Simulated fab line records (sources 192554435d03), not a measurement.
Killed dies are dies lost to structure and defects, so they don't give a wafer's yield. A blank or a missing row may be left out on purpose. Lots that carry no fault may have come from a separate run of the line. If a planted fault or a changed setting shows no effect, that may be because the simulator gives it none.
Comparing a struck lot with a sound one / flow n5 finfet / 25 out of 1938 route steps
Sound: these wafers, L122.1, L122.4, L122.5. Wafers L125.3, L125.4, L125.5 were the ones struck. The cause comes at the end.
For every step that has rows: the tool of each side, followed by ch and its chambers, followed by its first start. Under that, the readings that differ: sound wafers / struck wafers / difference of the means / sigmas: that difference in standard deviations of wafers without a fault.
alike: same words and numbers on both sides, and readings whose means sit less than 2 such deviations apart. not compared: any withheld reading, any reading some wafer has no value for, any bound like >300 that may hide the same value, and any number with overlapping values for which the record gives no deviation.
A row with sigmas, a row that says differs or no value, or rows on one side alone: a step with any of these is where the two part. Non-overlapping numbers with no deviation appear without sigmas and do not part them. A reading that every wafer of one side lacks parts them only if that side has two wafers or more.

N5_BEOL_M10_THK_MEAS_53: measures by xrf.
  sound on film metro-01 at day 13 09:46; struck on film metro-01 at day 14 15:43
  alike: M10_THK
then, 1 step without rows for these wafers: N5_BEOL_M10_PRE_CLEAN_55 (time 15 s).
N5_BEOL_M10_DEP_56: deposits SiCN from 3MS/NH3, target thk 15 nm, time 26.5 s.
  sound on pecvd-04 ch 0,1,2, day 13 09:51; struck on pecvd-03 ch 0,1, day 14 15:46
  alike: showerhead plenum p Torr, throttle valve pct
N5_BEOL_M10_RS_MEAS_57: measures by four-point-probe.
  sound on film metro-02 at day 13 09:55; struck on film metro-02 at day 14 15:51
  alike: M10_RS
N5_BEOL_M10_INSPECT_58: inspects for defects (darkfield).
  sound on defect inspect-01 at day 13 09:57; struck on defect inspect-01 at day 14 15:53
  alike: raw defect count
then, 1 step without rows for these wafers: N5_BEOL_M11_ILD_DEP_00 (deposits SiCOH lowk from DEMS/porogen, target thk 308.51 nm, time 58 s).
N5_BEOL_M11_CURE_71: cures SiCOH lowk, time 240 s.
  sound on uv cure-02 ch 0, day 13 10:04; struck on uv cure-03 ch 0, day 14 16:09
reading=wafer_temp_C_max; sound=386.0 386.5 386.2; struck=386.9 387.5 387.3; difference=+1.0; sigmas=+2
  alike: lamp power pct
N5_BEOL_M11_THK_MEAS_01:
  sound on film metro-01 at day 13 10:35; struck on film metro-02 at day 14 16:30
  alike: M11_ILD_THK
N5_BEOL_M11_PECVD_70: deposits SiO2 from TEOS/O2, target thk 20 nm, time 22.7 s.
  sound on pecvd-01 ch 1,2, day 13 10:37; struck on pecvd-01 ch 1,2, day 14 16:32
  alike: heater power w, showerhead plenum p Torr, throttle valve pct
N5_BEOL_M11_HM_DEP_02: deposits TiN, target thk 20 nm.
  sound on pvd sputter-03 at day 13 11:23; struck on pvd sputter-03 at day 14 17:41
  alike: throttle valve pct
then, 2 steps without rows for these wafers: N5_BEOL_M11_COAT_59 (time 60 s, resist thk 100 nm); N5_BEOL_M11_COAT_60 (time 60 s, resist thk 30 nm).
N5_BEOL_M11_COAT_05: resist thk 90 nm.
  sound on litho track-05 ch 0, day 13 11:31; struck on litho track-05 ch 0, day 14 17:49
reading=spin speed rpm (rpm); sound=1500.5 1499.8 1497.7; struck=1963.3 1963.5 1965.3; difference=+464.7; sigmas=+99 or more
reading=model.CAR-ArF_of_BEOL_M11_COAT_05.thk nm (nm); sound=90.6 90.4 90.2; struck=79 79 79.4; difference=-11; sigmas=
  alike: resist line temp C
then, 5 steps without rows for these wafers: N5_BEOL_M11_EBR_07; N5_BEOL_M11_SOFTBAKE_06 (time 60 s); N5_BEOL_M11_EXPOSE_08 (exposes mask M11); N5_BEOL_M11_PEB_09 (peb time 60 s); N5_BEOL_M11_DEVELOP_10 (develop time 30 s).
N5_BEOL_M11_CD_MEAS_11: the cd target is 64.1 nm.
  sound on cd sem-01 ch 0, day 13 11:53; struck on cd sem-01 ch 0, day 14 18:11
  alike: cd nm
N5_BEOL_M11_OVL_MEAS_12:
  sound on overlay-02 ch 0, day 13 11:55; struck on overlay-01 ch 0, day 14 18:13
  alike: M11_OVL
N5_BEOL_M11_INSPECT_13: inspects for defects (brightfield).
  sound on defect inspect-01 at day 13 11:56; struck on defect inspect-02 at day 14 18:14
  alike: raw defect count
then, 1 step without rows for these wafers: N5_BEOL_M11_DESCUM_16 (chemistry O2, time 7.9 s).
N5_BEOL_M11_ETCH_61: etches SiARC in CF4, target depth 39 nm, time 65 s.
  sound on rie diel-06 ch 0,1, day 13 12:12; struck on rie diel-06 ch 0,3, day 14 18:37
reading=model.CAR-ArF_of_BEOL_M11_COAT_05.thk nm (nm); sound=56.2 55.8 55.8; struck=44.6 44.4 44.8; difference=-11.3; sigmas=
  alike: drypump motor current A, etch rf on time s, oes product au, rf vpp V, showerhead plenum p Torr, throttle valve pct
  not compared: rf hours counter h
N5_BEOL_M11_ETCH_62: etches SOC in N2/H2, target depth 110 nm, overetch 22 nm, time 165 s.
  sound on rie diel-06 ch 0,1, day 13 12:15; struck on rie diel-06 ch 0,3, day 14 18:40
  alike: drypump motor current A, oes product au, rf vpp V, showerhead plenum p Torr, throttle valve pct
  not compared: rf hours counter h
N5_PASSIVATION_PROBE_49:
  the record holds rows for the sound wafers here (prober-02, day 15 05:34) but none for the struck ones

WHERE THEY PART
At N5_BEOL_M11_CURE_71 first; at N5_PASSIVATION_PROBE_49 last (within this record only).

WHY: the cause the simulator had injected
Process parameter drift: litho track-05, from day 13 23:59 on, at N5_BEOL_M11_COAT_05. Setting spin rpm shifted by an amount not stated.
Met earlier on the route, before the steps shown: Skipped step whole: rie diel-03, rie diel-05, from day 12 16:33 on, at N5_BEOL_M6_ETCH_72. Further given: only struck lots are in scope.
